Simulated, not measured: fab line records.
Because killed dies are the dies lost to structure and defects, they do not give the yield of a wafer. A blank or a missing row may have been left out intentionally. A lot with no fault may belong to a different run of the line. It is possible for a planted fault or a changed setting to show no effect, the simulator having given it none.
Chamber matching	flow n5 finfet	3 sister chambers for N5_BEOL_M2_DEP_57 on pecvd-04
The step deposits SiCN from 3MS/NH3, target thk 8 nm, time 14 s. 3 wafers are shown with their chamber, then 10 later ones without.

== WAFERS, EACH WITH ITS CHAMBER ==
wafer	chamber	throttle valve pct (%)
L090.5	1	9.1
L092.2	2	8.5
L092.3	0	8.5

== WAFERS MISSING THEIR CHAMBER ==
wafer	throttle valve pct (%)
L092.4	9.3
L094.3	8.5
L094.4	9.2
L094.6	8.4
L096.1	8.3
L096.2	9.4
L096.6	8.5
L097.1	8.6
L097.4	9.1
L097.6	8.3

== WHICH CHAMBER EACH WENT THROUGH ==
wafer	from the rows above	in truth
L092.4	1	1
L094.3	can't be placed: 0 or 2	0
L094.4	1	1
L094.6	can't be placed: 0 or 2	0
L096.1	can't be placed: 0 or 2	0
L096.2	1	1
L096.6	can't be placed: 0 or 2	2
L097.1	can't be placed: 0 or 2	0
L097.4	1	1
L097.6	can't be placed: 0 or 2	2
4 of 10 placed correctly. From these rows, 6 cannot be placed; in 6 the true chamber is one of the candidates. Placed wrongly: 0.
How it was worked out, from the rows above alone: a wafer's distance from a chamber is the root of the sum, over the readings, of the square of ((its reading less the chamber's mean) divided by the reading's scatter). If the next closest chamber is less than 2 further off than the closest, the wafer can't be placed; otherwise it belongs to the closest. A chamber's mean is the mean of its shown wafers. The scatter (one wafer shown for each chamber): square how far every hidden wafer sits from the nearest shown wafer, average those squares and take the square root.
